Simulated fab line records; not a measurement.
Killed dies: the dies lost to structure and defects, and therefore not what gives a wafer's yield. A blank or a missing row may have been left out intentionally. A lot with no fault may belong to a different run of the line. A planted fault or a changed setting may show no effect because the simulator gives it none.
fab line records ; flow n5-finfet
record: lots: 7; wafers: 20; last-day: 19
route steps=1938 shown BEOL_M4@1071 PASSIVATION@1936
lots that met no fault: from a run of the same line without faults
start-h: hours from the record's opening day to when the first of the lot's shown wafers began ; wait-h: hours from the lot's prior step to this one ; " same as the row above ; L1.1+2: a row that stands for several wafers ; - no value, or no start was given ; * or withheld: withheld ; < > ~ a bound
route shown NAME@n: names a module that has steps shown in the file, with the first one's number in the route ; usual: average and standard deviation across the fault-free wafers ; same: alike in all rows ; chamber/n: place in a boat ; sites: the reading at each site ; _std_site: standard deviation of those values ; _edge_site: the outer-site mean with the inner-site mean subtracted ; radius-mm: how far each site lies from the wafer's centre ; mask NAME#n: copy n ; behind: the last tool/chamber to shape the wafer ; hold: the reason the lot was held/the length of the hold in hours/how it ended ; device: names the non-switching transistor (n, p or np) ; end of line: at the end of the route, the tests of the same wafers ; step lacking rows: just its recipe ; killed: not the wafer's yield, but the dies lost to structure and defects at the first sort ; map: a wafer's dies, marking killed ones x, the rest . and places with no die _
set.NAME: the setting as run; set.NAME@STEP: as run at that earlier step ; model.NAME: the simulator's own value behind a step, which no gauge read
a table for each step, a row for each wafer; lots at some steps of the route
services: a tool's chamber out of use, with start hour (start-h, from the record's first day; less than 0 if before it), hours out, and reason
== steps ==
step: N5_BEOL_M4_ETCH_41
recipe: chemistry: CH3F/O2; target: SiCN; target-depth-a: 299; taper-deg: 2; time-s: 52.5; ion-energy-ev: 120; mask-material: TiN; pressure-mtorr: 30; source-w: 395; bias-w: 75; Ar_flow_sccm: 150; CH3F_flow_sccm: 30; O2_flow_sccm: 20
usual: drypump-motor-current-A: 5.6/0.46; oes-product-au: 0.78/0.062; rf-fwd-power-W: 390.6/1.7; rf-vpp-V: 297.0/1.8; showerhead-plenum-p-Torr: 1.99/0.07; throttle-valve-pct: 16.32/0.17
lot.wafer;tool;chamber;start-h;wait-h;drypump-motor-current-A;oes-product-au;rf-fwd-power-W;rf-hours-counter-h;rf-vpp-V;showerhead-plenum-p-Torr;throttle-valve-pct
L320.2;rie-diel-03;1;-;-;6.3;0.80;394.0;104;297.3;2.03;16.11
L320.4;rie-diel-03;0;-;-;5.2;0.78;386.1;113;299.8;2.09;16.35
L320.6;rie-diel-03;1;-;-;6.3;0.79;393.1;-;296.7;2.03;16.12
L326.2;rie-diel-03;0;-;-;5.2;0.75;386.9;126;298.4;2.08;16.38
L326.5;rie-diel-03;0;-;-;5.2;0.76;387.0;-;300.3;2.08;16.38
L326.6;rie-diel-03;1;-;-;6.3;0.78;391.0;-;296.2;2.02;16.13
L332.2;rie-diel-06;2;-;-;5.4;0.93;389.2;12;299.0;2.04;16.13
L332.3;rie-diel-06;0;-;-;5.2;0.86;390.3;48;297.9;2.02;16.17
L332.6;rie-diel-06;3;-;-;5.0;0.88;390.2;-;300.7;2.13;16.54
L334.1;rie-diel-03;3;-;-;5.7;0.76;390.9;135;295.0;1.93;16.22
L334.2;rie-diel-03;0;-;-;5.1;0.75;387.2;148;299.8;2.08;16.43
L334.4;rie-diel-03;1;-;-;6.3;0.77;391.6;137;297.4;2.02;16.18
L340.1;rie-diel-06;1;-;-;5.9;0.84;391.5;81;300.4;2.11;16.24
L340.2;rie-diel-06;0;-;-;5.3;0.85;390.5;62;298.6;2.01;16.19
L339.2;rie-diel-03;3;-;-;5.7;0.76;391.5;141;295.0;1.93;16.26
L339.4;rie-diel-03;2;-;-;5.6;0.78;392.5;-;295.9;1.92;16.42
L339.6;rie-diel-03;1;-;-;6.3;0.76;391.5;-;296.9;2.02;16.18
L342.1;rie-diel-03;3;-;-;5.7;0.76;388.8;150;295.8;1.92;16.27
L342.2;rie-diel-03;1;-;-;6.3;0.75;393.5;148;297.0;2.02;16.19
L342.6;rie-diel-03;2;-;-;5.6;0.77;391.7;-;296.8;1.91;16.43
step: N5_BEOL_M4_STRIP_97
recipe: chemistry: N2/H2; time-s: 10; power-w: 450; temp-c: 40; pressure-mtorr: 20; rf-frequency-hz: 6e+07; bias-power-w: 7; n2-flow-sccm: 200; h2-flow-sccm: 200
usual: bias-power-w: 7.000/0.019; drypump-motor-current-A: 5.6/0.46; oes-product-au: 0.78/0.06; rf-vpp-V: 59.0/0.89; showerhead-plenum-p-Torr: 2.51/0.084; throttle-valve-pct: 23.51/0.28
lot.wafer;tool;chamber;start-h;wait-h;bias-power-w;drypump-motor-current-A;oes-product-au;rf-hours-counter-h;rf-vpp-V;showerhead-plenum-p-Torr;throttle-valve-pct
L320.2;rie-diel-03;1;-;-;6.973;6.3;0.80;104;59.4;2.54;23.06
L320.4;rie-diel-03;0;-;-;6.992;5.2;0.77;113;60.7;2.64;23.51
L320.6;rie-diel-03;1;-;-;6.942;6.3;0.80;-;58.0;2.55;23.06
L326.2;rie-diel-03;0;-;-;7.002;5.2;0.76;126;58.0;2.63;23.54
L326.5;rie-diel-03;0;-;-;6.988;5.2;0.75;-;59.3;2.63;23.54
L326.6;rie-diel-03;1;-;-;6.975;6.3;0.78;-;59.1;2.54;23.08
L332.2;rie-diel-06;2;-;-;7.008;5.4;0.92;12;60.2;2.57;23.32
L332.3;rie-diel-06;0;-;-;6.995;5.3;0.85;48;58.8;2.58;23.73
L332.6;rie-diel-06;3;-;-;7.027;5.0;0.88;-;59.9;2.67;23.42
L334.1;rie-diel-03;3;-;-;7.013;5.7;0.76;135;58.5;2.44;23.63
L334.2;rie-diel-03;0;-;-;6.997;5.2;0.75;148;59.5;2.62;23.56
L334.4;rie-diel-03;1;-;-;6.997;6.3;0.77;137;59.3;2.53;23.10
L340.1;rie-diel-06;1;-;-;7.017;5.9;0.84;81;60.4;2.68;23.59
L340.2;rie-diel-06;0;-;-;7.008;5.3;0.84;62;58.8;2.57;23.74
L339.2;rie-diel-03;3;-;-;7.013;5.7;0.76;141;59.3;2.43;23.65
L339.4;rie-diel-03;2;-;-;6.962;5.6;0.79;-;57.7;2.44;23.84
L339.6;rie-diel-03;1;-;-;7.001;6.3;0.76;-;60.0;2.53;23.09
L342.1;rie-diel-03;3;-;-;6.992;5.7;0.75;150;60.1;2.43;23.66
L342.2;rie-diel-03;1;-;-;7.013;6.3;0.76;148;59.0;2.53;23.13
L342.6;rie-diel-03;2;-;-;7.013;5.6;0.77;-;58.9;2.43;23.85
step: N5_BEOL_M4_OCD_MEAS_38
usual: trench-depth-nm: 55.2/0.85
lot.wafer;tool;chamber;start-h;wait-h;trench-depth-nm
L320.2;ocd-02;-;198.63;-;56.0
L320.4;ocd-02;-;198.63;-;55.0
L320.6;ocd-02;-;198.63;-;55.7
L326.2;ocd-01;-;231.07;-;55.4
L326.5;ocd-01;-;231.07;-;55.5
L326.6;ocd-01;-;231.07;-;55.9
L332.2;ocd-02;-;267.05;-;57.7
L332.3;ocd-02;-;267.05;-;54.9
L332.6;ocd-02;-;267.05;-;57.1
L334.1;ocd-01;-;296.52;-;55.2
L334.2;ocd-01;-;296.52;-;54.6
L334.4;ocd-01;-;296.52;-;55.4
L340.1;ocd-02;-;311.74;-;55.0
L340.2;ocd-02;-;311.74;-;54.8
L339.2;ocd-02;-;317.50;-;54.5
L339.4;ocd-02;-;317.50;-;54.2
L339.6;ocd-02;-;317.50;-;54.9
L342.1;ocd-02;-;332.45;-;55.4
L342.2;ocd-02;-;332.45;-;55.1
L342.6;ocd-02;-;332.45;-;54.9
step: N5_BEOL_M4_HM_STRIP_39
recipe: chemistry: peroxide-tin-strip; material: TiN; target-depth-a: 250; temp-c: 50; time-s: 158
step: N5_BEOL_M4_SRD_40
recipe: time-s: 30; temp-c: 23; rinse-liquid: diw; dry: ipa-marangoni
step: N5_BEOL_M4_PRECLEAN_42
recipe: chemistry: residue-remover; time-s: 60; temp-c: 40
step: N5_BEOL_M4_SRD_43
recipe: time-s: 30; temp-c: 23; rinse-liquid: diw; dry: ipa-marangoni
step: N5_BEOL_M4_CD_MEAS_35
recipe: target-cd-nm: 18; target-cd-y-nm: 22.4; polarity: opening
usual: cd-nm: 18.2/0.35
lot.wafer;tool;chamber;start-h;wait-h;cd-nm
L320.2;cd-sem-02;-;198.78;0.0;18.0
L320.4;cd-sem-02;-;198.78;0.0;18.6
L320.6;cd-sem-02;-;198.78;0.0;18.0
L326.2;cd-sem-02;-;231.23;0.0;18.3
L326.5;cd-sem-02;-;231.23;0.0;17.8
L326.6;cd-sem-02;-;231.23;0.0;18.1
L332.2;cd-sem-02;-;267.20;0.0;18.2
L332.3;cd-sem-02;-;267.20;0.0;18.1
L332.6;cd-sem-02;-;267.20;0.0;17.7
L334.1;cd-sem-02;-;296.67;0.0;17.9
L334.2;cd-sem-02;-;296.67;0.0;17.9
L334.4;cd-sem-02;-;296.67;0.0;18.5
L340.1;cd-sem-02;-;311.89;0.0;18.1
L340.2;cd-sem-02;-;311.89;0.0;17.9
L339.2;cd-sem-01;-;317.67;0.0;18.3
L339.4;cd-sem-01;-;317.67;0.0;17.8
L339.6;cd-sem-01;-;317.67;0.0;18.0
L342.1;cd-sem-02;-;332.60;0.0;18.7
L342.2;cd-sem-02;-;332.60;0.0;18.3
L342.6;cd-sem-02;-;332.60;0.0;18.4
step: N5_BEOL_M4_DEGAS_44
recipe: ambient: vacuum; temp-c: 250; time-s: 60
usual: heater-power-w: 339/23
lot.wafer;tool;chamber;start-h;wait-h;heater-power-w
L320.2;pvd-sputter-02;-;199.14;0.4;381
L320.4;pvd-sputter-02;-;199.14;0.4;336
L320.6;pvd-sputter-02;-;199.14;0.4;338
L326.2;pvd-sputter-02;-;231.29;0.1;315
L326.5;pvd-sputter-02;-;231.29;0.1;319
L326.6;pvd-sputter-02;-;231.29;0.1;340
L332.2;pvd-sputter-01;-;267.53;0.3;330
L332.3;pvd-sputter-01;-;267.53;0.3;324
L332.6;pvd-sputter-01;-;267.53;0.3;323
L334.1;pvd-sputter-01;-;298.62;1.9;346
L334.2;pvd-sputter-01;-;298.62;1.9;344
L334.4;pvd-sputter-01;-;298.62;1.9;333
L340.1;pvd-sputter-03;-;312.32;0.4;370
L340.2;pvd-sputter-03;-;312.32;0.4;321
L339.2;pvd-sputter-01;-;318.12;0.5;330
L339.4;pvd-sputter-01;-;318.12;0.5;340
L339.6;pvd-sputter-01;-;318.12;0.5;334
L342.1;pvd-sputter-02;-;332.78;0.2;371
L342.2;pvd-sputter-02;-;332.78;0.2;307
L342.6;pvd-sputter-02;-;332.78;0.2;389
step: N5_BEOL_M4_PRE_CLEAN_45
recipe: gas: H2/He; time-s: 30; temp-c: 250
usual: heater-power-w: 339/22
lot.wafer;tool;chamber;start-h;wait-h;heater-power-w
L320.2;pvd-sputter-02;-;199.18;0.0;370
L320.4;pvd-sputter-02;-;199.18;0.0;336
L320.6;pvd-sputter-02;-;199.18;0.0;343
L326.2;pvd-sputter-02;-;231.33;0.0;335
L326.5;pvd-sputter-02;-;231.33;0.0;329
L326.6;pvd-sputter-02;-;231.33;0.0;342
L332.2;pvd-sputter-01;-;267.57;0.0;322
L332.3;pvd-sputter-01;-;267.57;0.0;316
L332.6;pvd-sputter-01;-;267.57;0.0;327
L334.1;pvd-sputter-01;-;298.66;0.0;342
L334.2;pvd-sputter-01;-;298.66;0.0;340
L334.4;pvd-sputter-01;-;298.66;0.0;317
L340.1;pvd-sputter-03;-;312.36;0.0;367
L340.2;pvd-sputter-03;-;312.36;0.0;329
L339.2;pvd-sputter-01;-;318.16;0.0;324
L339.4;pvd-sputter-01;-;318.16;0.0;345
L339.6;pvd-sputter-01;-;318.16;0.0;341
L342.1;pvd-sputter-02;-;332.82;0.0;384
L342.2;pvd-sputter-02;-;332.82;0.0;312
L342.6;pvd-sputter-02;-;332.82;0.0;384
step: N5_BEOL_M4_ALD_84
recipe: material: TaN; target-thk-a: *; temp-c: 275; ald-precursor-family: PDMAT; ald-co-reactant: NH3; pressure-torr: 3; carrier-flow-sccm: 1500; pulse-time-s: 2; purge-time-s: 3; co-reactant-purge-time-s: 2; co-reactant-pulse-time-s: 3; ald-cycles: 30; precursor-vessel-temp-c: 75; precursor-vessel-pressure-torr: 26.25; precursor-vessel-carrier-sccm: 1000
usual: heater-power-w: 384/53; precursor-vessel-pressure-torr: 26.24/0.056
same: ald-cycles: 30; co-reactant-purge-time-s: 2
lot.wafer;tool;chamber;start-h;wait-h;heater-power-w;precursor-vessel-pressure-torr
L320.2;ald-metal-02;0;199.24;0.0;366;26.17
L320.4;ald-metal-02;1;199.24;0.0;295;26.14
L320.6;ald-metal-02;3;199.24;0.0;437;26.32
L326.2;ald-metal-02;3;231.60;0.3;438;26.27
L326.5;ald-metal-02;2;231.60;0.3;333;26.19
L326.6;ald-metal-02;0;231.60;0.3;365;26.29
L332.2;ald-metal-01;2;267.69;0.1;393;26.22
L332.3;ald-metal-01;3;267.69;0.1;363;26.24
L332.6;ald-metal-01;3;267.69;0.1;356;26.29
L334.1;ald-metal-04;3;298.74;0.1;365;26.23
L334.2;ald-metal-04;0;298.74;0.1;378;26.34
L334.4;ald-metal-04;1;298.74;0.1;378;26.29
L340.1;ald-metal-01;3;312.48;0.1;366;26.28
L340.2;ald-metal-01;2;312.48;0.1;396;26.34
L339.2;ald-metal-01;0;318.22;0.0;437;26.16
L339.4;ald-metal-01;2;318.22;0.0;395;26.36
L339.6;ald-metal-01;2;318.22;0.0;387;26.36
L342.1;ald-metal-02;1;332.97;0.1;297;26.23
L342.2;ald-metal-02;3;332.97;0.1;444;26.25
L342.6;ald-metal-02;1;332.97;0.1;310;26.20
step: N5_BEOL_M4_SURFACE_TREAT_85
recipe: gas: Ar; time-s: *; ion-energy-ev: *; ion-current-ma-cm2: 0.5; pressure-mtorr: *; ar-flow-sccm: 30
step: N5_BEOL_M4_CVD_47
recipe: material: Co; target-thk-a: 30; temp-c: withheld; precursor: CCTBA/H2; pressure-torr: 30; time-s: 223.8
usual: run-length-s: 247.0/0.63
lot.wafer;tool;chamber;start-h;wait-h;run-length-s
L320.2;cvd-co-02;1;199.88;0.3;246.4
L320.4;cvd-co-02;1;199.88;0.3;246.0
L320.6;cvd-co-02;2;199.88;0.3;246.7
L326.2;cvd-co-01;1;231.90;0.0;246.5
L326.5;cvd-co-01;2;231.90;0.0;247.4
L326.6;cvd-co-01;0;231.90;0.0;246.5
L332.2;cvd-co-02;0;268.01;0.1;248.0
L332.3;cvd-co-02;2;268.01;0.1;246.7
L332.6;cvd-co-02;1;268.01;0.1;246.3
L334.1;cvd-co-01;1;299.07;0.1;117.9
L334.2;cvd-co-01;2;299.07;0.1;248.1
L334.4;cvd-co-01;1;299.07;0.1;247.2
L340.1;cvd-co-01;1;312.80;0.0;117.3
L340.2;cvd-co-01;2;312.80;0.0;247.9
L339.2;cvd-co-01;0;318.74;0.1;246.3
L339.4;cvd-co-01;0;318.74;0.1;246.0
L339.6;cvd-co-01;2;318.74;0.1;118.3
L342.1;cvd-co-02;2;333.36;0.1;246.6
L342.2;cvd-co-02;1;333.36;0.1;246.0
L342.6;cvd-co-02;1;333.36;0.1;246.1
step: N5_BEOL_M4_SPUTTER_48
recipe: material: Cu; target-thk-a: 45; temp-c: -20; chamber-pressure-pa: 0.07; power-w: withheld; time-s: 8.29
step: N5_BEOL_M4_RC_MEAS_101
usual: DIBL_N: 36.0/2.2; DIBL_P: 36.2/2.4; IOFF_N: 0.16/0.035; IOFF_P: 0.21/0.037; ION_N: 672/13; ION_P: 461/7; SS_N: 71.4/0.69; SS_P: 73.2/0.75; VT_N: 250/3.4; VT_P: -251/3
lot.wafer;tool;chamber;start-h;wait-h;DIBL_N[mV/V];DIBL_P[mV/V];IOFF_N[nA/um];IOFF_P[nA/um];ION_N[uA/um];ION_P[uA/um];SS_N[mV/dec];SS_P[mV/dec];VT_N[mV];VT_P[mV]
L320.2;prober-01;0;205.17;0.2;36.3;36.5;0.16;0.20;671;455;72.0;73.4;250;-253
L320.4;prober-01;0;205.17;0.2;35.2;36.3;0.15;0.20;683;467;70.9;73.0;247;-252
L320.6;prober-01;0;205.17;0.2;36.4;37.6;0.18;0.21;677;460;72.2;73.9;244;-252
L326.2;prober-01;0;235.24;0.2;34.4;35.1;0.12;0.18;659;460;70.6;72.7;252;-253
L326.5;prober-01;0;235.24;0.2;33.4;33.9;0.11;0.16;656;456;70.9;71.4;255;-252
L326.6;prober-01;0;235.24;0.2;34.6;34.9;0.13;0.18;675;465;70.5;72.5;251;-252
L332.2;prober-02;0;271.29;0.2;37.4;36.5;0.17;0.20;677;461;70.9;73.8;249;-253
L332.3;prober-02;0;271.29;0.2;36.3;35.0;0.14;0.18;668;459;71.7;72.9;252;-254
L332.6;prober-02;0;271.29;0.2;37.8;37.1;0.17;0.21;687;464;71.2;73.6;248;-250
L334.1;prober-02;0;302.11;0.0;34.2;34.2;0.13;0.17;652;448;71.5;73.1;256;-253
L334.2;prober-02;0;302.11;0.0;35.6;36.1;0.14;0.20;653;454;71.3;73.6;252;-253
L334.4;prober-02;0;302.11;0.0;35.8;36.4;0.15;0.20;672;458;71.1;73.3;252;-253
L340.1;prober-01;0;315.90;0.0;33.5;32.5;0.11;0.14;662;454;70.8;72.1;252;-257
L340.2;prober-01;0;315.90;0.0;39.2;39.1;0.21;0.23;693;468;72.4;73.8;244;-250
L339.2;prober-02;0;322.19;0.2;38.1;39.9;0.19;0.26;669;465;72.0;73.9;248;-246
L339.4;prober-02;0;322.19;0.2;35.9;36.5;0.15;0.20;660;451;71.4;73.1;253;-252
L339.6;prober-02;0;322.19;0.2;34.2;34.5;0.13;0.16;658;449;70.9;72.6;253;-252
L342.1;prober-02;0;338.03;0.0;31.7;32.4;0.11;0.14;658;455;70.7;72.2;257;-258
L342.2;prober-02;0;338.03;0.0;32.4;33.1;0.11;0.15;669;459;70.8;72.2;255;-256
L342.6;prober-02;0;338.03;0.0;31.6;31.1;0.11;0.13;657;447;70.8;71.9;253;-255
step: N5_PASSIVATION_PROBE_49
usual: defect-limited-yield: 91.2/1.4; killed_at_M0_to_M3: 34/9.4; killed_at_M4_up: 14/5.6; killed-at-contacts: 13/7.8; killed-at-front-end: 37/10; killed-at-other: 4/3.3; killed-dies: 103/17; killed-open: 68/13; killed-short: 33/8.2; sort_bin_5_function: 5.1/0.92; sort_bin_6_memory: 3.3/0.71; sort-n-pass: 1077/17; sort-yield-pct: 91.2/1.4
same: gross-dies: 1180; killed-at-back-side: 0; sort_bin_4_leakage[%]: 0; sort_bin_8_speed[%]: 0
lot.wafer;tool;chamber;start-h;wait-h;defect-limited-yield[%];killed_at_M0_to_M3;killed_at_M4_up;killed-at-contacts;killed-at-front-end;killed-at-other;killed-dies;killed-open;killed-short;sort_bin_5_function[%];sort_bin_6_memory[%];sort-n-pass;sort-yield-pct[%]
L332.2;prober-01;-;381.64;0.1;90.8;35;10;21;40;2;108;74;34;5.8;3.0;1072;90.8
L332.3;prober-01;-;381.69;0.1;94.9;18;9;11;17;5;60;38;17;3.3;1.4;1120;94.9
L332.6;prober-01;-;381.84;0.3;90.4;32;7;33;34;7;113;76;34;5.6;3.5;1067;90.4
L334.1;prober-02;-;418.67;0.0;92.4;19;13;16;36;6;90;62;26;5.3;2.0;1090;92.4
L334.2;prober-02;-;418.72;0.1;91.6;38;12;4;36;9;99;68;27;4.7;3.3;1081;91.6
L334.4;prober-02;-;418.82;0.2;91.3;36;7;9;39;12;103;63;39;4.4;3.9;1077;91.3
L339.2;prober-02;-;434.85;0.1;90.1;41;22;19;32;3;117;88;28;7.2;2.6;1063;90.1
L339.4;prober-02;-;434.95;0.2;92.1;36;22;5;28;2;93;55;31;4.7;2.4;1087;92.1
L339.6;prober-02;-;435.05;0.3;93.1;25;10;14;30;3;82;53;20;4.2;1.7;1098;93.1
L340.1;prober-01;-;434.96;0.0;91.2;26;17;20;38;3;104;77;25;4.7;4.0;1076;91.2
L340.2;prober-01;-;435.01;0.1;93.6;17;10;4;36;9;76;51;22;3.9;2.0;1104;93.6
L342.1;prober-02;-;452.51;0.0;93.7;27;8;3;32;4;74;41;32;3.6;2.3;1106;93.7
L342.2;prober-02;-;452.56;0.1;91.3;40;14;9;35;5;103;56;42;5.2;2.7;1077;91.3
L342.6;prober-02;-;452.76;0.3;90.7;39;20;10;34;7;110;76;34;5.8;3.3;1070;90.7
killed by level:class
L332.2 MOL_CONTACT_COAG:geometric-particle:open=17 STI_FIN_REVEAL:geometric-particle:open=11 BEOL_M1:geometric-particle:open=9 BEOL_M3:geometric-particle:open=8 BEOL_M0_SAQP:geometric-particle:short=5 FIN_SAQP:geometric-particle:open=4 FIN_SAQP:geometric-particle:short=4 MOL_CONTACT_COAG:geometric-particle:short=4
L332.3 MOL_CONTACT_COAG:geometric-particle:open=9 BEOL_M3:geometric-particle:open=7 FIN_SAQP:geometric-particle:open=3 BEOL_M0_SAQP:geometric-particle:short=3 HKMG_FIN:area-etch=3 FIN_SAQP:geometric-particle:short=2 STI_FIN_REVEAL:geometric-particle:open=2 DUMMY_GATE:geometric-particle:open=2
L332.6 MOL_CONTACT_COAG:geometric-particle:open=25 FIN_SAQP:geometric-particle:short=10 MOL_CONTACT_COAG:geometric-particle:short=8 BEOL_M0_SAQP:geometric-particle:open=8 BEOL_M3:geometric-particle:open=7 FIN_SAQP:geometric-particle:open=6 STI_FIN_REVEAL:geometric-particle:open=6 BEOL_M1:geometric-particle:open=6
L334.1 MOL_CONTACT_COAG:geometric-particle:open=15 FIN_SAQP:geometric-particle:open=10 STI_FIN_REVEAL:geometric-particle:open=7 BEOL_M0_SAQP:geometric-particle:short=7 GATE_CUT:geometric-particle:short=4 BEOL_M4:geometric-particle:open=4 BEOL_M6:geometric-particle:open=4 SPACER0:geometric-particle:open=3
L334.2 BEOL_M3:geometric-particle:open=14 FIN_SAQP:geometric-particle:open=8 STI_FIN_REVEAL:geometric-particle:open=8 BEOL_M1:geometric-particle:open=5 BEOL_M2:geometric-particle:open=5 MOL_CONTACT_COAG:geometric-particle:open=4 BEOL_M0:geometric-particle:open=4 BEOL_M3:geometric-particle:short=4
L334.4 FIN_SAQP:geometric-particle:open=13 MOL_CONTACT_COAG:geometric-particle:open=8 BEOL_M0_SAQP:geometric-particle:short=7 FIN_SAQP:geometric-particle:short=5 BEOL_M0_SAQP:geometric-particle:open=5 BEOL_M0:geometric-particle:short=5 BEOL_M2:geometric-particle:open=5 STI_FIN_REVEAL:geometric-particle:open=4
L339.2 MOL_CONTACT_COAG:geometric-particle:open=16 BEOL_M1:geometric-particle:open=12 BEOL_M4:geometric-particle:open=11 BEOL_M2:geometric-particle:open=10 FIN_SAQP:geometric-particle:open=9 BEOL_M3:geometric-particle:open=7 BEOL_M0_SAQP:geometric-particle:open=6 FIN_SAQP:geometric-particle:short=5
L339.4 BEOL_M3:geometric-particle:open=14 BEOL_M4:geometric-particle:open=11 FIN_SAQP:geometric-particle:short=10 BEOL_M1:geometric-particle:open=6 HKMG_FIN:area-etch=6 MOL_CONTACT_COAG:geometric-particle:open=5 BEOL_M0_SAQP:geometric-particle:open=5 BEOL_M1:geometric-particle:short=5
L340.1 MOL_CONTACT_COAG:geometric-particle:open=16 BEOL_M4:geometric-particle:open=10 DUMMY_GATE:geometric-particle:open=8 FIN_SAQP:geometric-particle:open=7 BEOL_M1:geometric-particle:open=6 BEOL_M3:geometric-particle:open=5 FIN_SAQP:geometric-particle:short=4 MOL_CONTACT_COAG:geometric-particle:short=4
L340.2 PAD_METAL:geometric-particle:open=7 BEOL_M4:geometric-particle:open=6 FIN_SAQP:geometric-particle:open=5 BEOL_M0_SAQP:geometric-particle:short=5 STARTING-WAFER:geometric-particle:short=5 STI_FIN_REVEAL:geometric-particle:open=4 GATE_CUT:geometric-particle:short=4 BEOL_M3:geometric-particle:open=4
L339.6 MOL_CONTACT_COAG:geometric-particle:open=12 BEOL_M3:geometric-particle:open=9 HKMG_FIN:area-etch=9 BEOL_M1:geometric-particle:open=8 BEOL_M4:geometric-particle:open=8 FIN_SAQP:geometric-particle:short=4 BEOL_M1:geometric-particle:short=4 STARTING-WAFER:geometric-particle:short=4
L342.1 STI_FIN_REVEAL:geometric-particle:open=7 BEOL_M2:geometric-particle:open=7 FIN_SAQP:geometric-particle:short=6 BEOL_M0_SAQP:geometric-particle:short=5 FIN_SAQP:geometric-particle:open=4 BEOL_M0_SAQP:geometric-particle:open=4 BEOL_M2:geometric-particle:short=4 BEOL_M3:geometric-particle:open=4
L342.2 BEOL_M2:geometric-particle:open=15 BEOL_M0_SAQP:geometric-particle:short=10 BEOL_M4:geometric-particle:open=9 MOL_CONTACT_COAG:geometric-particle:open=8 FIN_SAQP:geometric-particle:short=7 BEOL_M2:geometric-particle:short=7 STI_FIN_REVEAL:geometric-particle:open=5 HKMG_FIN:area-etch=5
L342.6 BEOL_M2:geometric-particle:open=12 BEOL_M4:geometric-particle:open=11 MOL_CONTACT_COAG:geometric-particle:open=9 STI_FIN_REVEAL:geometric-particle:open=8 BEOL_M2:geometric-particle:short=8 BEOL_M3:geometric-particle:open=8 DUMMY_GATE:geometric-particle:open=5 BEOL_M0_SAQP:geometric-particle:short=5
== services ==
tool;chamber;start-h;hours;kind
pvd-sputter-02;-;183.42;2.3;repair
ald-metal-02;1;190.80;1.8;repair
rie-diel-06;-;202.66;1.0;repair
ald-metal-02;1;203.50;41.4;repair
ald-metal-04;-;206.18;28.1;pm
rie-diel-06;2;215.81;-;clean
rie-diel-06;2;215.81;-;consumable-replace:focus-ring
rie-diel-06;2;215.81;15.1;scheduled-down
rie-diel-06;2;215.81;15.1;vent-cycle
ald-metal-02;3;232.45;10.4;repair
rie-diel-03;1;265.87;8.3;repair
ald-metal-02;1;280.75;5.6;repair
rie-diel-03;0;314.36;19.1;repair
rie-diel-03;1;319.35;9.5;repair
cvd-co-02;-;326.75;0.5;repair
cvd-co-01;1;333.40;-;clean
cvd-co-01;1;333.40;22.0;scheduled-down
cvd-co-01;1;333.40;22.0;vent-cycle
== key ==
first-sign: step: N5_BEOL_M4_CVD_47; reading: run-length-s; direction: down; sigmas: 99+; usual: *; struck: *
effect none on later readings
met-at N5_BEOL_M4_CVD_47
struck-wafers L334.1,L339.6,L340.1
onset-between 231.90 299.07
fault: kind: process-parameter-drift; tool: cvd-co-01; chamber: -; onset-h: 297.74; steps: N5_BEOL_M4_CVD_47; channel: time-s; offset: *; shape: step; end-h: 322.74; scope: struck-wafers-only; acts-in: *; stated: *
